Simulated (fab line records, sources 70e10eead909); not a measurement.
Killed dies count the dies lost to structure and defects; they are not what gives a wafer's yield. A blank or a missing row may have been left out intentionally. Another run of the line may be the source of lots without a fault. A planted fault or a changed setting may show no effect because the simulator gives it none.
A lot that was struck, set against a sound lot :: flow nandHarc :: 25 steps out of a route of 1302
Sound: these wafers, L229.2, L229.4, L229.6. Struck: wafers L226.3, L226.4, L226.5. The cause comes at the end.
Per side, at each step with rows, come the tool, then ch with its chambers, and then its first start. Under that, the readings that differ: sound wafers :: struck wafers :: difference of the means :: sigmas: that difference in standard deviations of wafers without a fault.
alike: readings whose means differ by less than 2 such deviations, and words and numbers that are the same on both sides. not compared: withheld readings, readings that some wafer has no value for, bounds like >300 that may hide the same value, and numbers for which the record gives no deviation and whose values overlap.
Wherever a step has rows on one side only, a row that says differs or no value, or a row with sigmas, the two part there. When numbers do not overlap yet have no deviation, they are printed without sigmas and do not part them. A reading that every wafer of one side lacks parts them only if that side has two wafers or more.

NHARC_A_CHANNEL_HOLE_D1_INSPECT_12:
  sound on defectInspect-01, day 14 11:20; struck on defectInspect-01, day 12 22:52
  alike: rawDefectCount
then, 1 step without rows for these wafers: NHARC_A_CHANNEL_HOLE_D1_DESCUM_15 (chemistry O2, time 3 s).
NHARC_A_CHANNEL_HOLE_D1_ETCH_38: etches the open film in CF4, target depth 39 nm, time 65 s.
  sound on rieDiel-08 ch 1,3, day 14 11:28; struck on rieDiel-08 ch 0,2,3, day 12 23:01
  alike: biasW, cf4FlowSccm, drypumpMotorCurrentA, oesProductAu, rfVppV, showerheadPlenumPTorr, throttleValvePct
  not compared: rfHoursCounterH
NHARC_A_CHANNEL_HOLE_D1_ETCH_39: etches the open film in N2/H2, target depth 260 nm, time 325 s.
  sound: rieDiel-08 ch 1,3; struck: rieDiel-08 ch 1,3
  alike: biasW, chamberPressureMTorr, drypumpMotorCurrentA, oesProductAu, rfVppV, showerheadPlenumPTorr, throttleValvePct
  not compared: rfHoursCounterH
then, 2 steps without rows for these wafers: NHARC_A_CHANNEL_HOLE_D1_ETCH_34 (etches the open film in CF4/CHF3, target depth 154 nm, time 77 s); NHARC_A_CHANNEL_HOLE_D1_ETCH_16 (etches the open film in O2/COS, target depth 3100 nm, time 806 s).
NHARC_A_CHANNEL_HOLE_D1_CD_MEAS_18:
  sound on cdSem-01, day 14 12:29; struck on cdSem-01, day 13 00:02
  alike: cdNm
then, 2 steps without rows for these wafers: NHARC_A_CHANNEL_HOLE_D1_ETCH_19 (etches the open film in C4F8/O2/Ar, time 34.5 s); NHARC_A_CHANNEL_HOLE_D1_ETCH_20 (etches the open film in C4F8/O2/Ar, time 361.9 s, target depth 1600 nm).
NHARC_A_CHANNEL_HOLE_D1_ETCH_21: etches the open film in C4F8/O2/Ar, time 514.3 s, target depth 1600 nm.
  sound on harEtch-02 ch 0, day 14 13:10; struck on harEtch-01 ch 0,1, day 13 00:41
  alike: c4f8FlowSccm, chamberPressureMTorr, drypumpMotorCurrentA, heBacksideLeakSccm, showerheadPlenumPTorr, tempC, throttleValvePct
  not compared: rfHoursCounterH
then, 2 steps without rows for these wafers: NHARC_A_CHANNEL_HOLE_D1_ETCH_22 (etches the open film in C4F8/O2/Ar, time 666.7 s, target depth 1600 nm); NHARC_A_CHANNEL_HOLE_D1_ETCH_23 (etches the open film in C4F8/O2/Ar, time 819 s, target depth 1600 nm).
NHARC_A_CHANNEL_HOLE_D1_ETCH_24: etches the open film in C4F8/O2/Ar, time 906.2 s, target depth 1500 nm.
  sound on harEtch-02 ch 0, day 14 14:55; struck on harEtch-01 ch 0,1, day 13 02:31
  no value came back on the struck wafers for any of 7 readings (c4f8FlowSccm (sccm), chamberPressureMTorr (mTorr) and others); on the sound wafers c4f8FlowSccm (sccm) reads 94.0 93.8 94.2
  not compared: rfHoursCounterH
then, 1 step without rows for these wafers: NHARC_A_CHANNEL_HOLE_D1_ETCH_25 (etches the open film in C4F8/O2/Ar, time 1040.2 s, target depth 1500 nm).
NHARC_A_CHANNEL_HOLE_D1_ETCH_26: etches the open film in C4F8/O2/Ar, time 224.1 s, target depth 300 nm.
  sound on harEtch-02 ch 0, day 14 16:28; struck on harEtch-01 ch 0,1, day 13 03:59
  alike: biasV, c4f8FlowSccm, drypumpMotorCurrentA, heBacksideLeakSccm, showerheadPlenumPTorr, tempC, throttleValvePct
  not compared: rfHoursCounterH
then, 4 steps without rows for these wafers: NHARC_A_CHANNEL_HOLE_D1_ETCH_33 (etches the open film in C4F8/O2/Ar, time 90 s, target depth 400 nm); NHARC_A_CHANNEL_HOLE_D1_STRIP_41 (strips in N2/H2); NHARC_A_CHANNEL_HOLE_D1_STRIP_42 (strips in CF4/CHF3); NHARC_A_CHANNEL_HOLE_D1_STRIP_43 (strips in O2/COS).
NHARC_A_CHANNEL_HOLE_D1_ETCH_44: etches the open film in CF4/O2, target depth 140 nm, overetch 14 nm, time 77 s.
  sound on rieDiel-08 ch 0,1,2, day 14 17:23; struck on rieDiel-08 ch 0,2,3, day 13 04:52
reading: model.A_CHANNEL_HOLE_D1.cdNm (nm)
sound: 91.2 92.12 91.37
struck: 101.7 101.3 99.83
difference: +9.4
sigmas: 
  alike: biasW, cf4FlowSccm, drypumpMotorCurrentA, oesProductAu, rfVppV, showerheadPlenumPTorr, throttleValvePct
  not compared: rfHoursCounterH
NHARC_A_CHANNEL_HOLE_D1_STRIP_27: strips in O2.
  sound: rieDiel-08 ch 2,3; struck: rieDiel-08 ch 0,1,2
  alike: drypumpMotorCurrentA, oesProductAu, rfVppV, showerheadPlenumPTorr, throttleValvePct
  not compared: rfHoursCounterH
then, 2 steps without rows for these wafers: NHARC_A_CHANNEL_HOLE_D1_PRECLEAN_28 (cleans in SC1); NHARC_A_CHANNEL_HOLE_D1_SRD_29.
NHARC_A_CHANNEL_HOLE_D1_CD_MEAS_30:
  sound on cdSem-01, day 14 18:10; struck on cdSem-01, day 13 05:51
reading: cdNm (nm)
sound: 91.2 92.1 91.3
struck: 1.5 0.6 1.0
difference: -90.5
sigmas: -75
  not compared: hold
next, for these wafers, 1 step has no rows: NHARC_END_SORT_01.

== WHERE THEY PART ==
At NHARC_A_CHANNEL_HOLE_D1_ETCH_24 first; at NHARC_A_CHANNEL_HOLE_D1_CD_MEAS_30 last (within this record only).

WHY: what had been put in by the simulator
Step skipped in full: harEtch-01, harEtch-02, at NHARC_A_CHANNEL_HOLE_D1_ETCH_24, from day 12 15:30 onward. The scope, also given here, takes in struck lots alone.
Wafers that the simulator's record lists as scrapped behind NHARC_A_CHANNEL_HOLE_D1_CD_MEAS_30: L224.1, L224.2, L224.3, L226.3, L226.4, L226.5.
